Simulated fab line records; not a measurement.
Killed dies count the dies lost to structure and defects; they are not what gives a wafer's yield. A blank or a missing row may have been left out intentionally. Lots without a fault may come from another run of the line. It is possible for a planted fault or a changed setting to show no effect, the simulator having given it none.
Which of the tools did it? | flow nand-harc | 12 lots with 36 wafers sampled at 4 steps, on a route of 1302 steps

## WHAT THE GAUGES SHOWED, per wafer
NHARC_A_M0_CD_MEAS_09 targets a cd of 80 nm. Usual: cd-nm reads 80.1 nm (standard deviation 0.71).
lot  | measured     | on        | cd-nm (nm)     | flag
L197 | day 23 03:11 | cd-sem-02 | 80.3 80.1 80.3 |
L200 | day 23 18:19 | cd-sem-01 | 80.7 81.6 79.9 |
L199 | day 23 19:38 | cd-sem-02 | 80.1 80.1 80.3 |
L201 | day 24 06:10 | cd-sem-01 | 79.9 79.7 79.6 |
L202 | day 25 06:10 | cd-sem-03 | 80.0 81.1 80.0 |
L203 | day 25 11:07 | cd-sem-02 | 79.4 80.2 79.6 |
L204 | day 25 21:10 | cd-sem-03 | 83.8 84.2 83.7 | OFF
L212 | day 28 13:10 | cd-sem-03 | 80.9 81.1 81.4 |
L211 | day 28 17:53 | cd-sem-02 | 82.9 83.3 84.0 | OFF
L214 | day 29 16:08 | cd-sem-02 | 78.9 80.1 78.7 |
L216 | day 30 13:05 | cd-sem-02 | 79.5 80.3 80.1 |
L220 | day 32 12:30 | cd-sem-01 | 79.4 79.2 80.3 |

## EACH LOT AND THE TOOL THAT RAN IT (in order: tool; ch and the chambers of the sampled wafers; start)
lot  | NHARC_A_BLC_ETCH_17                           | NHARC_A_BLC_PVD_32                      | NHARC_A_M0_EXPOSE_06
L197 | rie-diel-04 ch 0,2, day 23 03:03 or earlier   | pvd-sputter-01, day 23 03:03 or earlier | arfi-scanner-02 ch 0, day 23 03:03
L200 | rie-diel-04 ch 1,2,3, day 23 18:11 or earlier | pvd-sputter-03, day 23 18:11 or earlier | arfi-scanner-03 ch 0, day 23 18:11
L199 | rie-diel-09 ch 0,3, day 23 19:29 or earlier   | pvd-sputter-02, day 23 19:29 or earlier | arfi-scanner-02 ch 0, day 23 19:29
L201 | rie-diel-11 ch 2,3, day 24 06:01 or earlier   | pvd-sputter-02, day 24 06:01 or earlier | arfi-scanner-02 ch 0, day 24 06:01
L202 | rie-diel-04 ch 1,2,3, day 25 06:02 or earlier | pvd-sputter-01, day 25 06:02 or earlier | arfi-scanner-03 ch 0, day 25 06:02
L203 | rie-diel-11 ch 0,2,3, day 25 10:59 or earlier | pvd-sputter-03, day 25 10:59 or earlier | arfi-scanner-01 ch 0, day 25 10:59
L204 | rie-diel-09 ch 0,1, day 25 21:02 or earlier   | pvd-sputter-01, day 25 21:02 or earlier | arfi-scanner-03 ch 0, day 25 21:02
L212 | rie-diel-11 ch 0,1,3, day 28 13:01 or earlier | pvd-sputter-03, day 28 13:01 or earlier | arfi-scanner-02 ch 0, day 28 13:01
L211 | rie-diel-09 ch 0,1,2, day 28 17:44 or earlier | pvd-sputter-03, day 28 17:44 or earlier | arfi-scanner-03 ch 0, day 28 17:44
L214 | rie-diel-11 ch 0,2,3, day 29 15:59 or earlier | pvd-sputter-03, day 29 15:59 or earlier | arfi-scanner-02 ch 0, day 29 15:59
L216 | rie-diel-04 ch 0,2, day 30 12:56 or earlier   | pvd-sputter-01, day 30 12:56 or earlier | arfi-scanner-02 ch 0, day 30 12:56
L220 | rie-diel-04 ch 1,2,3, day 32 12:22 or earlier | pvd-sputter-02, day 32 12:22 or earlier | arfi-scanner-01 ch 0, day 32 12:22
- NHARC_A_BLC_ETCH_17: etches the open film in N2/H2, target depth 390 nm, time 609.38 s.
- NHARC_A_BLC_PVD_32: deposits Ti, target thk 5 nm, time 17.7 s.
- NHARC_A_M0_EXPOSE_06: exposes mask A M0, target cd 80 nm.

## AS READ BY THE TOOLS THEMSELVES (means over the sampled wafers that have a number; for cases with no such wafer, the mark the record gives instead)
NHARC_A_BLC_ETCH_17. Usual: drypump-motor-current-A 5.7 A, standard deviation 0.43; mfc-ar-sccm 0.009 sccm, standard deviation 0.013; oes-product-au 0.999 a.u., standard deviation 0.0095; rf-vpp-V 429.8 V, standard deviation 3; showerhead-plenum-p-Torr 2.01 Torr, standard deviation 0.11; throttle-valve-pct 14.171 %, standard deviation 0.0094.
lot  | tool        | drypump-motor-current-A (A) | mfc-ar-sccm (sccm) | oes-product-au (a.u.) | rf-vpp-V (V) | showerhead-plenum-p-Torr (Torr) | throttle-valve-pct (%) | flag
L197 | rie-diel-04 | 5.6                         | 0.004              | 0.987                 | 427.3        | 1.90                            | 14.180                 |
L200 | rie-diel-04 | 6.0                         | 0.010              | 0.997                 | 428.4        | 1.94                            | 14.171                 |
L199 | rie-diel-09 | 5.4                         | 0.006              | 0.991                 | 430.0        | 2.02                            | 14.170                 |
L201 | rie-diel-11 | 5.5                         | 0.019              | 0.993                 | 432.2        | 2.10                            | 14.172                 |
L202 | rie-diel-04 | 5.9                         | 0.010              | 0.995                 | 427.5        | 1.94                            | 14.178                 |
L203 | rie-diel-11 | 5.6                         | 0.016              | 0.995                 | 431.8        | 2.09                            | 14.169                 |
L204 | rie-diel-09 | 6.0                         | 0.013              | 0.995                 | 432.5        | 2.13                            | 14.167                 |
L212 | rie-diel-11 | 5.7                         | 0.013              | 0.994                 | 432.4        | 2.13                            | 14.175                 |
L211 | rie-diel-09 | 6.0                         | 0.006              | 1.000                 | 431.8        | 2.10                            | 14.181                 |
L214 | rie-diel-11 | 5.6                         | 0.016              | 0.991                 | 432.5        | 2.09                            | 14.175                 |
L216 | rie-diel-04 | 5.6                         | 0.004              | 0.995                 | 426.7        | 1.90                            | 14.171                 |
L220 | rie-diel-04 | 5.9                         | 0.010              | 1.007                 | 427.2        | 1.94                            | 14.159                 |

NHARC_A_BLC_PVD_32. Usual: throttle-valve-pct reads 30.1 % (standard deviation 1.1).
lot  | tool           | throttle-valve-pct (%) | flag
L197 | pvd-sputter-01 | 28.9                   |
L200 | pvd-sputter-03 | 29.7                   |
L199 | pvd-sputter-02 | 30.9                   |
L201 | pvd-sputter-02 | 31.2                   |
L202 | pvd-sputter-01 | 29.9                   |
L203 | pvd-sputter-03 | 29.8                   |
L204 | pvd-sputter-01 | 28.7                   |
L212 | pvd-sputter-03 | 29.5                   |
L211 | pvd-sputter-03 | 29.1                   |
L214 | pvd-sputter-03 | 29.5                   |
L216 | pvd-sputter-01 | 28.4                   |
L220 | pvd-sputter-02 | 30.7                   |

NHARC_A_M0_EXPOSE_06. Usual: exposure-dose-mJ-cm2 reads 83.22 (standard deviation 0.073).
lot  | tool            | exposure-dose-mJ-cm2 | flag
L197 | arfi-scanner-02 | 83.26                |
L200 | arfi-scanner-03 | 83.28                |
L199 | arfi-scanner-02 | 83.14                |
L201 | arfi-scanner-02 | 83.16                |
L202 | arfi-scanner-03 | 83.23                |
L203 | arfi-scanner-01 | 83.26                |
L204 | arfi-scanner-03 | 88.56                | OFF
L212 | arfi-scanner-02 | 83.27                |
L211 | arfi-scanner-03 | 87.43                | OFF
L214 | arfi-scanner-02 | 83.19                |
L216 | arfi-scanner-02 | 83.19                |
L220 | arfi-scanner-01 | 83.26                |

## THE ANSWER, worked out from the rows above alone
Rule: lot off if the mean of its wafers having a number is beyond 3 standard deviations from the usual mean. Also off: a lot with no number at a reading for which 4 or more lots have one. Any other lot the step has rows for is counted as sound. First the gauges in route order, then the tools' own readings, where a lot's mean is used as printed above. At the first step where some lot is off, the reading lying furthest off is the one used; lots without a number count as furthest.
Off at NHARC_A_M0_CD_MEAS_09 (cd-nm): L204, L211.
A tool fits if, at a process step before that reading, it ran every lot that is off, and no sound lot after the first of them. The gauges at NHARC_A_M0_CD_MEAS_09 aren't tried: what is off there is off at NHARC_A_M0_EXPOSE_06 too, on other tools, and a gauge's error can't cause that. NHARC_A_BLC_ETCH_17: start missing for some lots; hours and lot order therefore follow NHARC_A_M0_EXPOSE_06. NHARC_A_BLC_PVD_32: start missing for some lots; hours and lot order therefore follow NHARC_A_M0_EXPOSE_06. This does not decide it: 2 tools fit, namely rie-diel-09 at NHARC_A_BLC_ETCH_17 and arfi-scanner-03 at NHARC_A_M0_EXPOSE_06.

## WHAT WAS PUT IN BY THE SIMULATOR
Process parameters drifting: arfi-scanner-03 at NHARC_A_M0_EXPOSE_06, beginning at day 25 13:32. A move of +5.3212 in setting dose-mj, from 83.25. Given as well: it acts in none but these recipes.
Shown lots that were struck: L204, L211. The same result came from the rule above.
